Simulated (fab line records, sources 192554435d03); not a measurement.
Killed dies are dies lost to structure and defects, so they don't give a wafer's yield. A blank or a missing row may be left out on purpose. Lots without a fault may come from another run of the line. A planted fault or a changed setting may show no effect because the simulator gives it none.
Split-lot experiment | flow n5_finfet | 7 lots, 39 wafers read, on a route of 1938 steps

THE SPLIT
At N5_BEOL_M1_DEP_57 (deposits SiCN from 3MS/NH3, target thk 8 nm, time 14 s), the setting target_thk_a was moved away from the recipe's 80 angstrom on 15 of the 39 wafers read, by -46.5% to +47.4%. The other wafers ran this setting at the recipe's value.

The reading is taken at the split's own step.

THE READING
SiCN_of_BEOL_M1_DEP_57.thk_nm (the simulator's own value, which no gauge read), in nm, at N5_BEOL_M1_DEP_57 (deposits SiCN from 3MS/NH3, target thk 8 nm, time 14 s). The file gives no usual value for it. The 24 wafers here that ran the recipe average 8.1 nm, standard deviation 0.18 nm.

wafer  | tool, chamber at the split | target_thk_a as run, angstrom | against the recipe | SiCN_of_BEOL_M1_DEP_57.thk_nm, nm | against lot-mates on the recipe
L080.1 | pecvd-04, 0,2              | 80                            | recipe             | 8                                 | -
L080.3 | pecvd-04, 0,2              | 80                            | recipe             | 8                                 | -
L080.2 | pecvd-04, 1,1,0,2          | 80                            | recipe             | 8.2                               | -
L080.4 | pecvd-04, 1,1,0,2          | 80                            | recipe             | 8.2                               | -
L080.5 | pecvd-04, 1,1,0,2          | 80                            | recipe             | 8.2                               | -
L080.6 | pecvd-04, 1,1,0,2          | 80                            | recipe             | 8.2                               | -
L081.1 | pecvd-04, 0,2,1            | 80                            | recipe             | 8                                 | -
L081.2 | pecvd-04, 0,2,1            | 80                            | recipe             | 8                                 | -
L081.4 | pecvd-04, 0,2,1            | 80                            | recipe             | 8                                 | -
L081.3 | pecvd-04, 1                | 117.9                         | +47.4%             | 11.8                              | +3.8
L081.5 | pecvd-04, 2,0              | 117.9                         | +47.4%             | 12                                | +4.0
L081.6 | pecvd-04, 2,0              | 117.9                         | +47.4%             | 12                                | +4.0
L083.1 | pecvd-01, 1,2              | 80                            | recipe             | 7.8                               | -
L083.3 | pecvd-01, 1,2              | 80                            | recipe             | 7.8                               | -
L083.2 | pecvd-01, 0,2,0            | 102.8                         | +28.5%             | 10.2                              | +2.3
L083.5 | pecvd-01, 0,2,0            | 102.8                         | +28.5%             | 10.2                              | +2.3
L083.6 | pecvd-01, 0,2,0            | 102.8                         | +28.5%             | 10.2                              | +2.3
L083.4 | pecvd-01, 1                | 80                            | recipe             | 8                                 | -
L085.1 | pecvd-02, 0,2,0            | 80                            | recipe             | 8.2                               | -
L085.2 | pecvd-02, 0,2,0            | 80                            | recipe             | 8.2                               | -
L085.4 | pecvd-02, 0,2,0            | 80                            | recipe             | 8.2                               | -
L085.3 | pecvd-02, 1                | 56.34                         | -29.6%             | 5.6                               | -2.6
L085.5 | pecvd-02, 1,2              | 56.34                         | -29.6%             | 6                                 | -2.2
L085.6 | pecvd-02, 1,2              | 56.34                         | -29.6%             | 6                                 | -2.2
L087.1 | pecvd-04, 1,0              | 103.7                         | +29.6%             | 10.6                              | +2.3
L087.2 | pecvd-04, 1,0              | 103.7                         | +29.6%             | 10.6                              | +2.3
L087.3 | pecvd-04, 2,0              | 80                            | recipe             | 8.2                               | -
L087.6 | pecvd-04, 2,0              | 80                            | recipe             | 8.2                               | -
L087.4 | pecvd-04, 2                | 103.7                         | +29.6%             | 10.4                              | +2.1
L087.5 | pecvd-04, 1                | 80                            | recipe             | 8.4                               | -
L091.1 | pecvd-02, 1,0              | 80                            | recipe             | 8.2                               | -
L091.3 | pecvd-02, 1,0              | 80                            | recipe             | 8.2                               | -
L091.2 | pecvd-02, 2,0              | 42.78                         | -46.5%             | 4.6                               | -3.7
L091.6 | pecvd-02, 2,0              | 42.78                         | -46.5%             | 4.6                               | -3.7
L091.4 | pecvd-02, 2                | 80                            | recipe             | 8.4                               | -
L091.5 | pecvd-02, 1                | 42.78                         | -46.5%             | 4.4                               | -3.9
L092.1 | pecvd-04, 0,1,2            | 80                            | recipe             | 7.8                               | -
L092.4 | pecvd-04, 0,1,2            | 80                            | recipe             | 7.8                               | -
L092.6 | pecvd-04, 0,1,2            | 80                            | recipe             | 7.8                               | -
Where a row lists several chambers, the file gives one row for several wafers and doesn't say which wafer went through which chamber.

THE FIT
A straight line over all 39 wafers: SiCN_of_BEOL_M1_DEP_57.thk_nm changes by +0.0782 nm for each +1% of target_thk_a; r = +1.00; the points scatter about the line by 0.18 nm.
The same after taking each lot's own level away (the mean of its wafers on the recipe; 39 wafers): +0.0807 nm for each +1%; r = +1.00; scatter 0.11 nm.
On that fit, the largest move of target_thk_a shifts the reading by 3.8 nm.
The lots' own levels span 7.80 to 8.27 nm, that is 2.6 times the standard deviation above.
So the lot-to-lot level changes the slope little: the two slopes agree.
Check: with one of the wafers moved furthest among these (+47.4%) left out of the fit, the line predicts +3.83 nm for it against its lot-mates. It came out at +3.8 nm against them.

OTHER SPLITS ON THESE WAFERS
These wafers also went through other splits before the reading. Each is held against what the fit with the lots' levels taken away leaves over:
other split on the same wafers           | wafers away from the commonest value | r with SiCN_of_BEOL_M1_DEP_57.thk_nm (lot level and that fit taken away)
N5_FIN_SAQP_ETCH_65 time_s               | 12                                   | -0.10
N5_SD_EPI_N_ETCH_45 target_depth_a       | 18                                   | -0.13
N5_MOL_CONTACT_COAG_CVD_140 target_thk_a | 12                                   | +0.15
N5_BEOL_M0_SAQP_PECVD_96 time_s          | 15                                   | +0.19

THE FILE'S OWN FIT
SiCN_of_BEOL_M1_DEP_57.thk_nm changes by +0.0807 nm for each +1% of target_thk_a, r = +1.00.
